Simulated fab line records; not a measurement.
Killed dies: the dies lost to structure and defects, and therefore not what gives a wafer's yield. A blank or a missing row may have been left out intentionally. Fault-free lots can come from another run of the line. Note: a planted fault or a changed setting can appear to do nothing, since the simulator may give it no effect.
Matching of chambers -- flow n5-finfet -- rie-diel-03 running N5_HKMG_FIN_STRIP_89: 4 sister chambers
The step strips SOC in N2/H2, time 20 s. 20 wafers are shown with their chamber, then 10 later ones without.

WAFERS WITH THEIR CHAMBER
wafer,chamber,drypump-motor-current-A (A),showerhead-plenum-p-Torr (Torr),throttle-valve-pct (%)
L074.1,0,5.5,3.31,18.7
L074.4,3,4.9,3.48,19.6
L074.6,1,6.5,3.58,19.0
L077.1,2,5.3,3.22,19.3
L077.4,1,6.5,3.58,19.0
L077.5,1,6.5,3.58,19.0
L078.1,3,4.9,3.47,19.6
L078.4,3,4.9,3.47,19.6
L078.6,0,5.5,3.31,18.7
L084.2,0,5.5,3.30,18.7
L084.3,3,4.9,3.47,19.6
L084.5,0,5.5,3.30,18.7
L085.3,0,5.5,3.30,18.7
L085.4,1,6.5,3.57,19.0
L085.5,2,5.3,3.21,19.3
L087.4,1,6.5,3.56,19.1
L087.5,0,5.5,3.29,18.7
L087.6,3,4.8,3.46,19.6
L090.1,1,6.5,3.56,19.1
L090.5,2,5.3,3.21,19.4

SIGNATURES, as means of the wafers listed above
reading,chamber 0,chamber 1,chamber 2,chamber 3,scatter within a chamber
drypump-motor-current-A,5.500,6.500,5.300,4.880,0.0224
showerhead-plenum-p-Torr,3.3017,3.5717,3.2133,3.4700,0.00804
throttle-valve-pct,18.700,19.033,19.333,19.600,0.0354
Rule: a wafer lies at a distance from a chamber equal to the root of the sum of squares, over the readings, of (its reading less the chamber's mean, divided by the reading's scatter). The wafer belongs to the nearest chamber; if the next one is less than 2 further off, it can't be placed. The scatter: take each reading less its chamber's mean, square it, sum over the shown wafers, divide by the number of wafers less the number of chambers, and take the root.

WAFERS WITHOUT THEIR CHAMBER
wafer,drypump-motor-current-A (A),showerhead-plenum-p-Torr (Torr),throttle-valve-pct (%)
L090.6,6.5,3.56,19.1
L093.2,5.5,3.29,18.3
L093.3,6.5,3.55,19.1
L093.4,5.3,3.20,19.4
L095.1,5.3,3.20,19.4
L095.3,5.5,3.29,18.4
L095.6,6.5,3.55,19.1
L097.1,6.5,3.54,19.1
L097.2,5.3,3.20,19.4
L097.5,5.5,3.28,18.4

WHICH CHAMBER EACH ONE RAN IN
wafer,from the rows above,in truth
L090.6,1,1
L093.2,0,0
L093.3,1,1
L093.4,2,2
L095.1,2,2
L095.3,0,0
L095.6,1,1
L097.1,1,1
L097.2,2,2
L097.5,0,0
Placed correctly: 10 of 10. Can't be placed from these rows: 0. Placed wrongly: 0.
